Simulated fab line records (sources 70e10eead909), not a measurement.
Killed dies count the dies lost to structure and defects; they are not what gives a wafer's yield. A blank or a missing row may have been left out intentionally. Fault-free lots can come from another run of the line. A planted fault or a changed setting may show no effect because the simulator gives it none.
Which tool did it?	flow nand_harc	Sampling: 11 lots, 33 wafers, 6 of 1302 route steps

WHAT EACH GAUGE READ, for each wafer
NHARC_END_SORT_01.
lot	measured	on	killed_at_array	killed_at_other	killed_at_periphery	killed_dies	killed_open	killed_short
L104	day 31 09:07	prober-01	83 84 89	1 0 1	4 7 9	88 91 99	3 7 7	2 1 3
L106	day 31 15:59	prober-02	133 159 95	0 0 0	1 2 0	134 161 95	3 2 2	1 2 0

WHICH TOOL RAN EACH LOT (tool, then ch and the chambers of the sampled wafers, then the start)
lot	NHARC_A_STAIRCASE_ETCH_230	NHARC_A_STAIRCASE_ETCHBACK_157	NHARC_A_STAIRCASE_DEP_471	NHARC_A_SGD_CUT_DEP_00	NHARC_A_SGD_CUT_ETCH_59
L991	rie_diel-02 ch 0,3, day 16 23:23	rie_diel-03 ch 2,3, day 19 22:58	pecvd-01 ch 0,1,2, day 19 23:20	pecvd-03 ch 0,1,2, day 20 00:01	rie_diel-12 ch 1,2, no start
L990	rie_diel-02 ch 0,3, day 16 23:46	rie_diel-03 ch 0,1, day 19 23:50	pecvd-01 ch 0,1, day 20 00:23	pecvd-02 ch 1,2, day 20 01:01	rie_diel-10 ch 0,1,3, no start
L995	rie_diel-11 ch 1,2,3, day 19 12:44	rie_diel-03 ch 0,2,3, day 22 09:36	pecvd-03 ch 0,2, day 22 09:54	pecvd-01 ch 1,2, day 22 10:35	rie_diel-12 ch 1,2,3, no start
L996	rie_diel-02 ch 0,1,2, day 19 17:56	rie_diel-11 ch 2,3, day 22 22:29	pecvd-03 ch 0,1,2, day 22 22:49	pecvd-03 ch 1,2, day 22 23:29	rie_diel-12 ch 0,1,3, no start
L999	rie_diel-11 ch 0,1, day 20 05:54	rie_diel-11 ch 1,2, day 23 06:23	pecvd-03 ch 0,2, day 23 06:46	pecvd-03 ch 0,2, day 23 07:31	rie_diel-09 ch 0,1, no start
L997	rie_diel-02 ch 0,2, day 20 06:13	rie_diel-03 ch 0,2,3, day 23 06:29	pecvd-01 ch 0,1,2, day 23 06:46	pecvd-01 ch 0,1, day 23 07:36	rie_diel-12 ch 0,1,3, no start
L998	rie_diel-11 ch 0,1,3, day 20 13:00	rie_diel-03 ch 1,2,3, day 23 09:23	pecvd-03 ch 0,1, day 23 09:41	pecvd-03 ch 0,2, day 23 10:22	rie_diel-10 ch 0,2,3, no start
L104	rie_diel-11 ch 1,2, day 22 20:45	rie_diel-02 ch 1,3, day 25 14:36	pecvd-01 ch 1,2, day 25 14:53	pecvd-03 ch 0,1, day 25 18:07	rie_diel-12 ch 2,3, day 31 09:07 or earlier
L106	rie_diel-11 ch 1,2,3, day 23 01:43	rie_diel-02 ch 1,2,3, day 26 01:23	pecvd-01 ch 0,1,2, day 26 01:49	pecvd-03 ch 0,1,2, day 26 05:31	rie_diel-09 ch 0,1,3, day 31 15:59 or earlier
L108	rie_diel-03 ch 0,2,3, day 24 12:17	rie_diel-02 ch 0,1,3, day 27 17:47	pecvd-03 ch 0,2, day 27 18:20	pecvd-02 ch 0,1,2, day 27 19:02	rie_diel-09 ch 0,2,3, no start
L109	rie_diel-02 ch 1,2,3, day 24 17:31	rie_diel-03 ch 0,1, day 27 21:10	pecvd-01 ch 0,1, day 27 21:31	pecvd-03 ch 0,1,2, day 27 22:12	rie_diel-10 ch 1,2, no start
- NHARC_A_STAIRCASE_ETCH_230: etches the open film in C4F8/O2, target depth 100 nm, time 40.5 s.
- NHARC_A_STAIRCASE_ETCHBACK_157: etches the open film in CH3F/O2, target depth 90 nm, time 167.14 s.
- NHARC_A_STAIRCASE_DEP_471: deposits SiO2, target thk 100 nm.
- NHARC_A_SGD_CUT_DEP_00: deposits SiNx, target thk 50 nm.
- NHARC_A_SGD_CUT_ETCH_59: etches the open film in N2/H2, target depth 260 nm, time 406.25 s.

AS READ BY THE TOOLS THEMSELVES (means over the sampled wafers that have a number; for cases with no such wafer, the mark the record gives instead)
NHARC_A_STAIRCASE_ETCH_230.
lot	tool	bias_w (W)	oes_product_au (a.u.)	rf_vpp_V (V)
L991	rie_diel-02	1003.3	0.957	895
L990	rie_diel-02	999.4	0.933	895
L995	rie_diel-11	998.0	0.967	889
L996	rie_diel-02	998.0	0.946	899
L999	rie_diel-11	999.1	0.955	889
L997	rie_diel-02	996.4	0.957	896
L998	rie_diel-11	999.2	0.955	889
L104	rie_diel-11	999.3	0.973	889
L106	rie_diel-11	1001.0	0.936	889
L108	rie_diel-03	1000.4	0.958	894
L109	rie_diel-02	1000.0	0.933	897

NHARC_A_STAIRCASE_ETCHBACK_157.
lot	tool	bias_w (W)	drypump_motor_current_A (A)	oes_product_au (a.u.)	rf_vpp_V (V)	showerhead_plenum_p_Torr (Torr)	throttle_valve_pct (%)
L991	rie_diel-03	100.5	5.4	0.99	244.6	2.44	20.663
L990	rie_diel-03	100.3	5.9	0.91	243.5	2.33	20.663
L995	rie_diel-03	100.2	5.6	0.99	243.9	2.43	20.653
L996	rie_diel-11	99.7	5.7	0.93	242.4	2.34	20.652
L999	rie_diel-11	99.6	5.4	0.93	242.3	2.32	20.669
L997	rie_diel-03	100.6	5.6	1.00	243.8	2.43	20.661
L998	rie_diel-03	100.0	5.5	0.96	244.9	2.49	20.666
L104	rie_diel-02	100.1	5.9	0.99	245.6	2.53	20.677
L106	rie_diel-02	100.2	5.4	0.99	244.5	2.47	20.662
L108	rie_diel-02	100.1	5.5	0.99	244.2	2.47	20.671
L109	rie_diel-03	100.3	5.9	1.00	245.4	2.57	20.669

NHARC_A_STAIRCASE_DEP_471.
lot	tool	heater_power_w (W)	throttle_valve_pct (%)
L991	pecvd-01	566	15.5
L990	pecvd-01	555	15.2
L995	pecvd-03	612	15.6
L996	pecvd-03	576	15.9
L999	pecvd-03	600	15.7
L997	pecvd-01	518	15.7
L998	pecvd-03	645	15.7
L104	pecvd-01	577	16.1
L106	pecvd-01	587	15.9
L108	pecvd-03	528	15.9
L109	pecvd-01	661	16.2

NHARC_A_SGD_CUT_DEP_00.
lot	tool	heater_power_w (W)
L991	pecvd-03	765
L990	pecvd-02	647
L995	pecvd-01	867
L996	pecvd-03	658
L999	pecvd-03	743
L997	pecvd-01	814
L998	pecvd-03	698
L104	pecvd-03	832
L106	pecvd-03	710
L108	pecvd-02	711
L109	pecvd-03	803

NHARC_A_SGD_CUT_ETCH_59.
lot	tool	bias_w (W)	drypump_motor_current_A (A)	oes_product_au (a.u.)	rf_vpp_V (V)	showerhead_plenum_p_Torr (Torr)	throttle_valve_pct (%)
L991	rie_diel-12	149.3	6.2	0.994	429.6	1.98	14.166
L990	rie_diel-10	150.2	5.7	1.003	428.9	1.98	14.174
L995	rie_diel-12	149.9	6.3	0.993	429.6	2.01	14.173
L996	rie_diel-12	149.9	5.9	1.007	430.8	2.06	14.173
L999	rie_diel-09	149.8	5.9	0.998	430.3	2.07	14.159
L997	rie_diel-12	149.6	5.9	0.999	431.0	2.06	14.170
L998	rie_diel-10	149.7	5.7	0.996	430.7	2.04	14.170
L104	rie_diel-12	150.1	6.4	0.991	430.1	2.03	14.179
L106	rie_diel-09	149.9	5.6	0.996	432.0	2.06	14.174
L108	rie_diel-09	150.6	5.3	1.001	431.2	2.05	14.170
L109	rie_diel-10	150.1	5.2	0.990	431.5	2.09	14.170

THE ANSWER, worked out from the rows above alone
Rule: what is usual is taken from the lots themselves. Put in order of their means at a reading, lots are off if they are a third of the lots or fewer, leave a main group of 4 or more, and stand apart from it by a gap of 3 or more times the standard deviation of the main group's means; of several such gaps the widest counts. A main group is skipped when, at the precision printed for the reading in the tables above, its means are all equal. Also off: a lot with no number at a reading for which 4 or more lots have one. All remaining lots with rows at the step are treated as sound. The gauges are gone through in route order, then the tools' own readings, and for those a lot's mean is taken as printed above. The first step at which some lot is off is used, and at that step the reading that is off furthest; a lot without a number counts as furthest.
No lot is off on any of the readings shown, so nothing can be concluded from this.

WHAT THE SIMULATOR HAD INSERTED
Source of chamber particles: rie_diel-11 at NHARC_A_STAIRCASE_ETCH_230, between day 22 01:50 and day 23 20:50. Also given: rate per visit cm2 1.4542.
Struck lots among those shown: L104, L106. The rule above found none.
